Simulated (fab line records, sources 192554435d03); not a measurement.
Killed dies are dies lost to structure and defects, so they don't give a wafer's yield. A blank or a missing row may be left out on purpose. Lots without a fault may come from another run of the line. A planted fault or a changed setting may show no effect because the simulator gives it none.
fab line records | flow n5_finfet
record lots=14 wafers=40 last_day=18
route steps=1938 shown BEOL_M11@1536
lots that met no fault: from a run of the same line without faults
start_h: hours from the record's first day to the start of the lot's first wafer shown | wait_h: hours since the lot's step before | " the same as in the row above | L1.1+2: a row that stands for several wafers | - no value, or no start given | * or withheld: withheld | < > ~ a bound
route shown NAME@n: a module of which the file shows steps, and the number in the route of the first | usual: mean/standard deviation of fault-free wafers | same: alike in all rows | chamber/n: place in a boat | sites: the reading at each site | _std_site: their standard deviation | _edge_site: outer sites' mean less inner sites' | radius_mm: how far each site lies from the wafer's centre | mask NAME#n: copy n | behind: the tool/chamber that last shaped the wafer | hold: why the lot was held/for how many hours/how that ended | device: the transistor (n, p or np) that didn't switch | end of line: the same wafers' tests at the end of the route | a step without rows: its recipe alone | killed: dies lost to structure and defects at the first sort, not the wafer's yield | map: a wafer's dies, x killed, . not, _ none there
set.NAME: the setting as run; set.NAME@STEP: as run at that earlier step | model.NAME: the simulator's own value behind a step, which no gauge read
steps of the route over a sample of lots; a table a step, a row a wafer
services: from which hour (start_h, from the record's first day; less than 0 if before it) a tool's chamber was out of use, for how many hours, and why
## steps
# step N5_BEOL_M11_ILD_DEP_00
# recipe material=SiCOH_lowk target_thk_a=3085.1 temp_c=300 precursor=DEMS/porogen pressure_torr=5 rf_w=500 time_s=58
# usual heater_power_w=378/61 showerhead_plenum_p_Torr=5.734/0.011 throttle_valve_pct=13.8/0.6
# columns lot.wafer tool chamber start_h wait_h heater_power_w showerhead_plenum_p_Torr since_wet_clean_h throttle_valve_pct
L278.2 pecvd-01 0 223.85 0.0 410 5.755 1109 14.5
L278.3 " 1 " " 452 5.728 1834 14.2
L278.5 " 2 " " 423 5.749 - 13.1
L282.1 pecvd-03 1 243.98 0.0 461 5.739 2035 13.7
L282.2 " 0 " " 355 5.723 1310 14.6
L282.5 " 2 " " 356 5.733 - 12.9
L283.1 pecvd-01 2 261.36 0.0 414 5.738 392 13.0
L283.3 " 0 " " 333 5.746 1146 14.3
L283.5 " 2 " " 436 5.732 - 13.0
L285.2 pecvd-03 1 264.01 0.0 458 5.737 2055 13.4
L285.3 " 0 " " 343 5.713 1330 14.5
L285.4 " 0 " " 339 5.720 - 14.4
L284.4 pecvd-01 0 264.29 0.1 375 5.736 - 14.4
L284.5 " 1 " " 425 5.728 - 14.2
L284.6 " 2 " " 401 5.728 - 12.9
L287.1 pecvd-01 2 292.93 0.0 461 5.733 424 13.3
L287.4 " 1 " " 437 5.716 - 14.1
L287.5 " 0 " " 352 5.737 - 14.1
L292.1 pecvd-01 1 313.01 0.0 419 5.718 1923 14.4
L292.5 " 0 " " 371 5.745 - 14.5
L292.6 " 1 " " 433 5.738 - 14.2
L290.2 pecvd-01 2 316.59 0.0 398 5.726 448 13.2
L290.3 " 0 " " 372 5.755 1202 13.9
L290.6 " 1 " " 435 5.724 - 14.3
L296.2 pecvd-03 0 325.97 0.0 289 5.717 1392 14.3
L296.6 " 1 " " 446 5.741 - 13.6
L297.5 pecvd-02 2 341.68 0.1 236 5.735 - 12.8
L297.6 " 1 " " 248 5.727 - 14.7
L298.2 pecvd-02 2 357.63 0.0 293 5.740 308 12.7
L298.3 " 1 " " 268 5.723 1787 14.7
L298.4 " 0 " " 288 5.729 - 13.7
L299.3 pecvd-02 2 359.78 0.1 274 5.733 - 12.8
L299.5 " 2 " " 291 5.735 - 13.1
L299.6 " 0 " " 287 5.731 - 13.8
L301.2 pecvd-01 0 359.85 0.0 412 5.738 1245 14.3
L301.4 " 1 " " 448 5.728 - 14.3
L301.5 " 2 " " 448 5.743 - 13.3
L300.3 pecvd-03 2 365.93 0.0 388 5.733 678 13.0
L300.4 " 2 " " 382 5.742 - 13.1
L300.5 " 1 " " 369 5.750 - 13.5
# step N5_BEOL_M11_ETCH_61
# recipe chemistry=CF4 target=SiARC target_depth_a=390 mask_material=CAR-ArF time_s=65 ion_energy_ev=80 pressure_mtorr=40 source_w=545 bias_w=36 Ar_flow_sccm=100 cf4_flow_sccm=100 ends=cleared
# usual chamber_pressure_mTorr=40.00/0.037 drypump_motor_current_A=5.6/0.43 etch_rf_on_time_s=64.9/1.4 oes_product_au=0.68/0.066 rf_vpp_V=184.0/1.1 showerhead_plenum_p_Torr=2.13/0.08 throttle_valve_pct=15.54/0.25
# columns lot.wafer tool chamber start_h wait_h chamber_pressure_mTorr drypump_motor_current_A etch_rf_on_time_s oes_product_au rf_hours_counter_h rf_vpp_V showerhead_plenum_p_Torr throttle_valve_pct
L278.2 rie_diel-04 2 227.84 0.0 40.08 5.0 63.5 0.63 188 183.9 2.04 15.61
L278.3 " 3 " " 40.05 5.4 65.1 0.71 47 184.5 2.28 15.15
L278.5 " 3 " " 40.03 5.4 65.2 0.72 - 184.8 2.28 15.15
L282.1 rie_diel-05 3 245.47 0.0 39.96 5.4 64.3 0.69 96 183.6 2.15 15.64
L282.2 " 2 " " 40.06 5.8 66.6 0.62 157 184.3 2.14 15.75
L282.5 " 1 " " 40.04 5.5 65.9 0.62 - 183.2 2.03 15.43
L283.1 rie_diel-03 3 266.98 0.0 39.97 5.8 64.7 0.74 51 184.9 2.18 15.51
L283.3 " 2 " " 40.01 6.0 67.7 0.57 244 182.4 2.03 15.69
L283.5 " 2 " " 39.99 6.0 67.9 0.58 - 182.7 2.03 15.70
L285.2 rie_diel-04 1 268.04 0.0 40.02 5.0 63.4 0.80 6 184.1 2.10 15.28
L285.3 " 3 " " 40.03 5.4 64.3 0.70 61 185.3 2.27 15.18
L285.4 " 0 " " 39.98 6.3 62.6 0.71 73 183.7 2.07 15.71
L284.4 rie_diel-04 1 268.29 0.0 40.01 5.0 64.5 0.79 7 183.0 2.10 15.27
L284.5 " 3 " " 40.00 5.4 65.9 0.69 - 185.6 2.27 15.19
L284.6 " 2 " " 39.98 5.0 64.5 0.63 - 183.0 2.04 15.64
L287.1 rie_diel-05 0 295.73 0.0 40.02 6.1 65.2 0.73 61 184.3 2.09 15.19
L287.4 " 1 " " 39.96 5.5 65.0 0.61 - 183.2 2.03 15.46
L287.5 " 0 " " 39.95 6.1 65.0 0.74 - 184.1 2.09 15.20
L292.1 rie_diel-04 1 315.19 0.0 39.98 5.0 64.4 0.76 20 184.0 2.09 15.32
L292.5 " 3 " " 40.05 5.4 65.4 0.69 - 185.0 2.27 15.22
L292.6 " 0 " " 40.00 6.3 63.0 0.70 - 184.0 2.07 15.75
L290.2 rie_diel-04 1 320.23 0.0 40.03 5.1 64.3 0.76 22 183.2 2.09 15.32
L290.3 " 3 " " 40.03 5.4 66.2 0.68 78 185.7 2.27 15.22
L290.6 " 3 " " 39.95 5.4 65.7 0.68 - 186.7 2.27 15.20
L296.2 rie_diel-05 2 327.30 0.0 40.00 5.8 65.8 0.60 183 183.9 2.13 15.82
L296.6 " 1 " " 39.99 5.5 65.2 0.61 - 183.0 2.02 15.47
L297.5 rie_diel-04 2 343.73 0.0 40.02 5.0 64.0 0.61 - 182.6 2.03 15.67
L297.6 " 1 " " 39.98 5.1 63.9 0.74 - 184.8 2.09 15.33
L298.2 rie_diel-03 2 360.97 0.0 40.00 6.0 67.5 0.78 18 186.0 2.27 15.26
L298.3 " 0 " " 40.05 5.8 67.6 0.58 233 183.7 2.20 16.14
L298.4 " 3 " " 39.93 5.9 64.7 0.70 83 184.6 2.17 15.57
L299.3 rie_diel-05 2 361.66 0.0 39.98 5.8 65.4 0.60 193 185.7 2.13 15.82
L299.5 " 1 " " 39.96 5.5 64.9 0.60 - 181.4 2.02 15.49
L299.6 " 0 " " 39.95 6.1 64.6 0.72 - 184.6 2.08 15.23
L301.2 rie_diel-03 2 361.85 0.0 39.95 6.0 67.1 0.78 19 184.6 2.27 15.25
L301.4 " 0 " " 39.99 5.8 66.8 0.57 233 184.2 2.20 16.13
L301.5 " 3 " " 40.05 5.9 63.5 0.70 - 183.7 2.17 15.58
L300.3 rie_diel-04 3 370.73 0.0 40.01 5.4 65.9 0.67 95 185.4 2.26 15.26
L300.4 " 1 " " 40.02 5.1 63.8 0.73 39 184.0 2.08 15.35
L300.5 " 0 " " 40.00 6.3 63.7 0.67 - 182.8 2.06 15.76
# step N5_BEOL_M11_EXPOSE_25
# recipe mask_id=V10 na=1.35 source_shape=annular sigma_inner=0.5 sigma_outer=0.8 polarization=unpolarized dose_mj=85.5
# usual exposure_dose_mJ_cm2=85.41/0.084 focus_offset_nm=0.0/0.6 sigma_inner=0.5/0
# columns lot.wafer tool chamber start_h wait_h mask exposure_dose_mJ_cm2 focus_offset_nm sigma_inner
L278.2 arfi_scanner-03 0 228.89 - V10#0 85.43 -0.7 0.5
L278.3 " 0 " " V10#0 85.45 -0.1 0.5
L278.5 " 0 " " V10#0 85.44 0.2 0.5
L282.1 arfi_scanner-02 0 246.44 - V10#0 85.48 0.6 0.5
L282.2 " 0 " " V10#0 85.58 1.1 0.5
L282.5 " 0 " " V10#0 85.49 0.5 0.5
L283.1 arfi_scanner-02 0 271.30 - V10#0 85.30 1.1 0.5
L283.3 " 0 " " V10#0 85.49 0.4 0.5
L283.5 " 0 " " V10#0 85.38 -0.1 0.5
L284.4 arfi_scanner-03 0 271.63 - V10#0 85.39 0.5 0.5
L284.5 " 0 " " V10#0 85.42 0.2 0.5
L284.6 " 0 " " V10#0 85.39 0.7 0.5
L285.2 arfi_scanner-01 0 271.78 - V10#0 85.48 0.2 0.5
L285.3 " 0 " " V10#0 85.56 -0.5 0.5
L285.4 " 0 " " V10#0 85.64 1.6 0.5
L287.1 arfi_scanner-02 0 298.12 - V10#0 85.43 -0.2 0.5
L287.4 " 0 " " V10#0 85.45 0.0 0.5
L287.5 " 0 " " V10#0 85.33 0.0 0.5
L292.1 arfi_scanner-01 - 318.87 - V10#0 - - -
L292.5 " - " " V10#0 - - -
L292.6 " - " " V10#0 - - -
L290.2 arfi_scanner-01 - 320.81 - V10#0 - - -
L290.3 " - " " V10#0 - - -
L290.6 " - " " V10#0 - - -
L296.2 arfi_scanner-01 0 328.09 - V10#0 85.62 -0.3 0.5
L296.6 " 0 " " V10#0 85.24 -1.0 0.5
L297.5 arfi_scanner-03 0 346.21 - V10#0 85.36 0.0 0.5
L297.6 " 0 " " V10#0 85.39 0.5 0.5
L298.2 arfi_scanner-02 0 361.90 - V10#0 85.54 -0.6 0.5
L298.3 " 0 " " V10#0 85.52 0.3 0.5
L298.4 " 0 " " V10#0 85.44 0.2 0.5
L299.3 arfi_scanner-01 0 362.43 - V10#0 85.30 -0.6 0.5
L299.5 " 0 " " V10#0 85.37 -1.0 0.5
L299.6 " 0 " " V10#0 85.35 -0.7 0.5
L301.2 arfi_scanner-02 0 362.59 - V10#0 85.39 0.3 0.5
L301.4 " 0 " " V10#0 85.44 0.6 0.5
L301.5 " 0 " " V10#0 85.35 1.0 0.5
L300.3 arfi_scanner-03 0 373.22 - V10#0 85.36 0.3 0.5
L300.4 " 0 " " V10#0 85.38 0.0 0.5
L300.5 " 0 " " V10#0 85.37 0.2 0.5
# step N5_BEOL_M11_ETCH_65
# recipe chemistry=CF4 target=SiARC target_depth_a=390 mask_material=CAR-ArF time_s=65 ion_energy_ev=80 pressure_mtorr=40 source_w=545 bias_w=36 Ar_flow_sccm=100 cf4_flow_sccm=100 ends=cleared
# usual chamber_pressure_mTorr=40.00/0.036 drypump_motor_current_A=5.6/0.4 etch_rf_on_time_s=64.9/1.4 oes_product_au=0.68/0.068 rf_vpp_V=183.9/1.1 showerhead_plenum_p_Torr=2.13/0.074 throttle_valve_pct=15.57/0.26
# columns lot.wafer tool chamber start_h wait_h chamber_pressure_mTorr drypump_motor_current_A etch_rf_on_time_s oes_product_au rf_hours_counter_h rf_vpp_V showerhead_plenum_p_Torr throttle_valve_pct
L278.2 rie_diel-03 1 229.14 0.0 39.93 4.9 61.9 0.80 19 184.8 2.19 15.42
L278.3 " 2 " " 40.01 6.0 66.5 0.58 231 181.9 2.03 15.67
L278.5 " 3 " " 39.97 5.9 64.1 0.74 - 184.6 2.19 15.50
L282.1 rie_diel-04 0 246.70 0.0 40.03 6.3 63.1 0.72 65 184.7 2.07 15.70
L282.2 " 3 " " 39.99 5.4 65.3 0.71 54 185.3 2.27 15.18
L282.5 " 0 " " 40.00 6.3 62.9 0.72 - 182.3 2.07 15.70
L283.1 rie_diel-03 1 271.56 0.0 39.98 4.9 63.0 0.77 33 184.7 2.18 15.47
L283.3 " 3 " " 39.99 5.9 64.1 0.73 52 184.5 2.18 15.53
L283.5 " 0 " " 39.97 5.8 66.6 0.59 - 186.2 2.21 16.05
L284.4 rie_diel-03 2 272.02 0.0 40.02 6.0 67.1 0.58 246 182.8 2.03 15.70
L284.5 " 3 " " 40.03 5.9 63.7 0.73 - 183.8 2.18 15.53
L284.6 " 2 " " 40.07 6.0 67.5 0.57 - 182.2 2.03 15.70
L285.2 rie_diel-04 3 272.18 0.0 40.05 5.4 65.9 0.70 62 185.8 2.27 15.19
L285.3 " 0 " " 40.00 6.3 63.1 0.70 74 183.0 2.07 15.69
L285.4 " 1 " " 40.04 5.0 64.2 0.78 7 184.3 2.09 15.29
L287.1 rie_diel-05 0 298.37 0.0 39.96 6.0 65.2 0.73 62 184.5 2.09 15.19
L287.4 " 1 " " 39.98 5.5 65.4 0.61 - 182.3 2.03 15.46
L287.5 " 2 " " 39.97 5.8 65.8 0.61 - 183.5 2.13 15.79
L292.1 rie_diel-05 3 319.13 0.0 40.02 5.4 63.2 0.29 115 182.9 2.14 15.65
L292.5 " 0 " " 40.05 6.0 65.2 0.32 - 183.7 2.09 15.19
L292.6 " 3 " " 39.97 5.4 63.2 0.29 - 184.4 2.14 15.67
L290.2 rie_diel-05 2 321.06 0.0 40.01 5.8 65.6 0.27 182 185.0 2.13 15.81
L290.3 " 1 " " 40.01 5.5 64.6 0.26 206 182.6 2.02 15.45
L290.6 " 1 " " 39.95 5.5 64.7 0.26 - 184.1 2.03 15.45
L296.2 rie_diel-04 3 328.33 0.0 39.98 5.4 65.4 0.68 80 184.0 2.27 15.21
L296.6 " 3 " " 40.00 5.4 64.6 0.68 - 185.5 2.27 15.23
L297.5 rie_diel-05 0 346.46 0.0 40.07 6.1 65.7 0.72 - 183.8 2.09 15.22
L297.6 " 3 " " 40.04 5.4 63.8 0.67 - 182.9 2.14 15.71
L298.2 rie_diel-03 0 362.14 0.0 40.01 5.8 66.8 0.57 233 183.4 2.20 16.12
L298.3 " 1 " " 40.08 4.9 63.9 0.73 64 183.9 2.17 15.51
L298.4 " 3 " " 40.07 5.8 65.2 0.69 84 184.1 2.17 15.57
L299.3 rie_diel-03 2 362.67 0.0 39.96 6.0 67.6 0.78 19 184.9 2.27 15.26
L299.5 " 3 " " 40.02 5.9 63.8 0.70 - 183.2 2.17 15.58
L299.6 " 0 " " 40.02 5.8 67.0 0.58 - 184.4 2.20 16.14
L301.2 rie_diel-05 2 363.00 0.0 40.03 5.8 65.3 0.60 193 184.2 2.13 15.85
L301.4 " 0 " " 40.03 6.1 64.5 0.73 83 183.9 2.08 15.24
L301.5 " 2 " " 39.98 5.8 65.3 0.60 - 184.1 2.13 15.84
L300.3 rie_diel-05 3 373.46 0.0 40.02 5.4 63.6 0.66 130 184.5 2.14 15.71
L300.4 " 0 " " 39.99 6.0 65.1 0.72 86 184.5 2.08 15.24
L300.5 " 1 " " 40.01 5.5 65.1 0.60 - 182.7 2.02 15.48
## services
# columns tool chamber start_h hours kind
arfi_scanner-02 - 201.17 0.8 pm
arfi_scanner-02 - 207.58 1.0 pm
arfi_scanner-01 - 211.88 17.3 pm
arfi_scanner-02 - 212.08 0.3 repair
arfi_scanner-02 - 212.45 3.0 pm
arfi_scanner-02 - 225.45 4.1 repair
arfi_scanner-01 - 229.21 1.0 pm
arfi_scanner-01 - 238.32 4.9 pm
rie_diel-05 - 243.98 0.4 repair
rie_diel-05 1 248.26 8.4 repair
arfi_scanner-01 - 264.84 2.1 repair
rie_diel-05 - 265.91 4.3 pm
pecvd-01 - 266.59 2.8 pm
arfi_scanner-01 - 273.76 1.3 pm
arfi_scanner-01 - 275.06 0.8 pm
arfi_scanner-01 - 280.99 3.9 pm
rie_diel-05 - 283.06 1.3 repair
arfi_scanner-01 - 298.92 17.7 repair
arfi_scanner-02 - 301.21 1.3 pm
rie_diel-04 2 310.40 11.5 repair
rie_diel-05 0 359.28 1.5 repair
pecvd-01 1 365.10 21.0 repair
arfi_scanner-02 - 369.97 0.8 pm
arfi_scanner-02 - 372.29 1.8 repair
## key
first_sign step=N5_BEOL_M11_EXPOSE_25 reading=tool_record direction=missing
effect none on later readings
met_at N5_BEOL_M11_EXPOSE_25
struck_lots L290,L292
later_rows_left_out L290.2,L290.3,L290.6,L292.1,L292.5,L292.6
sort_left_out L290.2,L290.3,L290.6,L292.1,L292.5,L292.6
not_acting_at N5_BEOL_M11_ILD_DEP_00,N5_BEOL_M11_ETCH_61,N5_BEOL_M11_ETCH_65
onset_between 271.78 318.87
earlier_fault kind=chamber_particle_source tool=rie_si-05 chamber=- onset_h=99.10 steps=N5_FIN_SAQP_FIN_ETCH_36 rate_per_visit_cm2=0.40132
fault kind=skipped_step_whole tool=arfi_scanner-01 chamber=- onset_h=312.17 steps=N5_BEOL_M11_EXPOSE_25 scope=struck_lots_only
# sort_left_out: the simulated sort isn't trusted on such a fault, so these wafers' sort isn't shown, and their yield isn't known
# later_rows_left_out: the simulator's readings of these wafers behind a module that went badly wrong aren't trusted and aren't shown, but for the sort
